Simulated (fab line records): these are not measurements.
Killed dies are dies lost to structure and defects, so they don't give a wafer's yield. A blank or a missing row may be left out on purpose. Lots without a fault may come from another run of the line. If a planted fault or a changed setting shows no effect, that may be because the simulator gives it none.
Chamber matching | flow nand harc | rie diel-07 running NHARC_A_STAIRCASE_TRIM_229: 4 sister chambers
The step chemistry O2, time 211.2 s. 8 wafers are shown with their chamber, then 10 later ones without.

== WAFERS WITH THEIR CHAMBER ==
wafer  | chamber | drypump motor current A (A) | showerhead plenum p Torr (Torr)
L081.3 | 1       | 6.3                         | 3.53
L085.2 | 2       | 5.8                         | 3.30
L085.3 | 3       | 6.1                         | 3.46
L087.3 | 0       | 5.1                         | 3.44
L087.4 | 3       | 6.1                         | 3.46
L087.6 | 0       | 5.1                         | 3.44
L091.3 | 1       | 6.3                         | 3.52
L091.4 | 2       | 5.7                         | 3.29

== WAFERS WITH NO CHAMBER GIVEN ==
wafer  | drypump motor current A (A) | showerhead plenum p Torr (Torr)
L091.5 | 6.3                         | 3.52
L093.2 | 5.8                         | 3.29
L093.3 | 6.0                         | 3.45
L093.4 | 5.1                         | 3.44
L093.1 | 6.3                         | 3.52
L093.5 | 6.0                         | 3.45
L093.6 | 5.1                         | 3.44
L094.1 | 6.3                         | 3.51
L094.3 | 5.1                         | 3.44
L094.6 | 6.3                         | 3.52

== EACH ONE'S CHAMBER ==
wafer  | from the rows above | in truth
L091.5 | 1                   | 1
L093.2 | 2                   | 2
L093.3 | 3                   | 3
L093.4 | 0                   | 0
L093.1 | 1                   | 1
L093.5 | 3                   | 3
L093.6 | 0                   | 0
L094.1 | 1                   | 1
L094.3 | 0                   | 0
L094.6 | 1                   | 1
Placed correctly: 10 of 10. Left unplaced by these rows: 0. Wrongly placed: 0.
How it was worked out, from the rows above alone: a wafer's distance from a chamber is the root of the sum, over the readings, of the square of ((its reading less the chamber's mean) divided by the reading's scatter). If the next closest chamber is less than 2 further off than the closest, the wafer can't be placed; otherwise it belongs to the closest. Each chamber's mean is taken over the wafers shown for it. The scatter: the root of (the sum of the squares of (reading less its chamber's mean) over the shown wafers, divided by (wafers less chambers)).
